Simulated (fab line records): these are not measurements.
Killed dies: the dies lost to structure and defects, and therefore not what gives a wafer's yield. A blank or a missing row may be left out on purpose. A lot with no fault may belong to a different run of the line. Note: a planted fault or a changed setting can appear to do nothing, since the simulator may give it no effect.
Matching of chambers ; flow nandHarc ; rieDiel-13 running NHARC_A_STAIRCASE_ETCH_13: 4 sister chambers
The step etches the open film in C4F8/O2, target depth 100 nm, time 40.5 s. 7 wafers are shown with their chamber, then 7 later ones without.

## WAFERS PAIRED WITH THEIR CHAMBERS
wafer;chamber;rfVppV (V);oesProductAu (a.u.)
L485.5;1;905;0.950
L486.5;3;894;0.909
L499.2;0;896;0.954
L499.4;2;889;0.966
L499.6;0;896;0.944
L500.2;1;904;0.948
L500.3;3;894;0.928

## WAFERS WITH NO CHAMBER GIVEN
wafer;rfVppV (V);oesProductAu (a.u.)
L500.5;897;0.947
L501.3;889;0.930
L501.4;892;0.907
L501.5;890;0.940
L503.2;888;0.929
L503.3;893;0.941
L503.5;888;0.928

## WHICH CHAMBER EACH ONE RAN IN
wafer;from the rows above;in truth
L500.5;0;0
L501.3;2;2
L501.4;3;3
L501.5;2;2
L503.2;2;2
L503.3;3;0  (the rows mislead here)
L503.5;2;2
Placed correctly: 6 of 7. From these rows, 0 cannot be placed. Wrongly placed: 1.
How it was worked out, from the rows above alone: a wafer's distance from a chamber is the root of the sum, over the readings, of the square of ((its reading less the chamber's mean) divided by the reading's scatter). The wafer belongs to the nearest chamber; if the next one is less than 2 further off, it can't be placed. For every chamber, the mean is computed from those of its wafers that are shown. The scatter: the root of (the sum of the squares of (reading less its chamber's mean) over the shown wafers, divided by (wafers less chambers)).
